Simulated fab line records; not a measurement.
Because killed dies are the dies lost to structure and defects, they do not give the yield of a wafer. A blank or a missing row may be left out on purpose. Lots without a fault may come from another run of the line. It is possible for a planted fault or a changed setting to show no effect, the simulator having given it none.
The tool behind it: which one?	flow nand harc	18 wafers from 6 lots sampled at 5 of the route's 1302 steps

WHAT EACH GAUGE READ, for each wafer
NHARC_END_SORT_01.
lot	measured	on	killed at periphery
L704	day 25 09:58	prober-01	2 2 5
L708	day 26 15:25	prober-02	7 7 6
L714	day 29 12:00	prober-01	639 641 636
L720	day 30 22:01	prober-01	2 4 5
L722	day 31 22:58	prober-02	1 4 5
L724	day 32 18:44	prober-01	4 3 5

TOOL THAT RAN EACH LOT (tool first, then ch and the chambers of the sampled wafers, then the start)
lot	NHARC_P_M2_DEP_33	NHARC_P_BONDPAD_DEP_00	NHARC_P_BONDPAD_ETCH_24	NHARC_P_BONDPAD_DEGAS_25
L704	pecvd-01 ch 0,1,2, day 7 03:26	pecvd-04 ch 0,2, day 7 03:56	rie diel-12 ch 0,1,3, day 7 06:11	pvd sputter-03, day 7 06:34
L708	pecvd-04 ch 0,1, day 8 13:03	pecvd-01 ch 0,2, day 8 13:22	rie diel-01 ch 0,3, day 8 15:14	pvd sputter-01, day 8 15:38
L714	pecvd-01 ch 0,1, day 11 02:48	pecvd-01 ch 0,1,2, day 11 05:13 or earlier	rie diel-09 ch 1,2,3, day 11 05:13	pvd sputter-03, day 11 05:37
L720	pecvd-02 ch 1,2, day 13 11:09	pecvd-02 ch 0,2, day 13 13:25 or earlier	rie diel-09 ch 0,1,3, day 13 13:25	pvd sputter-01, day 13 13:49
L722	pecvd-04 ch 0,1,2, day 14 10:33	pecvd-04 ch 0,1,2, day 14 12:55 or earlier	rie diel-01 ch 0,2, day 14 12:55	pvd sputter-01, day 14 13:20
L724	pecvd-02 ch 1,2, day 15 06:12	pecvd-04 ch 0,1,2, day 15 06:37	rie diel-12 ch 0,1,2, day 15 08:28	pvd sputter-02, day 15 08:52
- NHARC_P_M2_DEP_33: deposits SiCN, target thk 30 nm.
- NHARC_P_BONDPAD_DEP_00: deposits SiCN, target thk 250 nm.
- NHARC_P_BONDPAD_ETCH_24: etches the open film in CF4/N2, target depth 30 nm, time 72.99 s.
- NHARC_P_BONDPAD_DEGAS_25: time 60 s.

THE ANSWER, worked out from the rows above alone
Rule: usual is defined by the lots themselves. Put in order of their means at a reading, lots are off if they are a third of the lots or fewer, leave a main group of 4 or more, and stand apart from it by a gap of 3 or more times the standard deviation of the main group's means; of several such gaps the widest counts. A main group is skipped when, at the precision printed for the reading in the tables above, its means are all equal. Also off: a lot with no number at a reading for which 4 or more lots have one. Where the step has rows for the other lots, those lots are counted as sound.
Off: L714 (NHARC_END_SORT_01, killed at periphery). The main group has a mean of 4.1 with a standard deviation of 1.3.
A tool fits if, at a process step before that reading, it ran every lot that is off, and no sound lot after the first of them. The gauges at NHARC_END_SORT_01 are tried like those tools. Because NHARC_P_BONDPAD_DEP_00 lacks a start for some lots, the hours and order of its lots are taken from NHARC_P_BONDPAD_ETCH_24. Can't be told from this: 2 tools fit, pecvd-01 at NHARC_P_M2_DEP_33 and NHARC_P_BONDPAD_DEP_00, pvd sputter-03 at NHARC_P_BONDPAD_DEGAS_25.

WHAT THE SIMULATOR HAD INSERTED
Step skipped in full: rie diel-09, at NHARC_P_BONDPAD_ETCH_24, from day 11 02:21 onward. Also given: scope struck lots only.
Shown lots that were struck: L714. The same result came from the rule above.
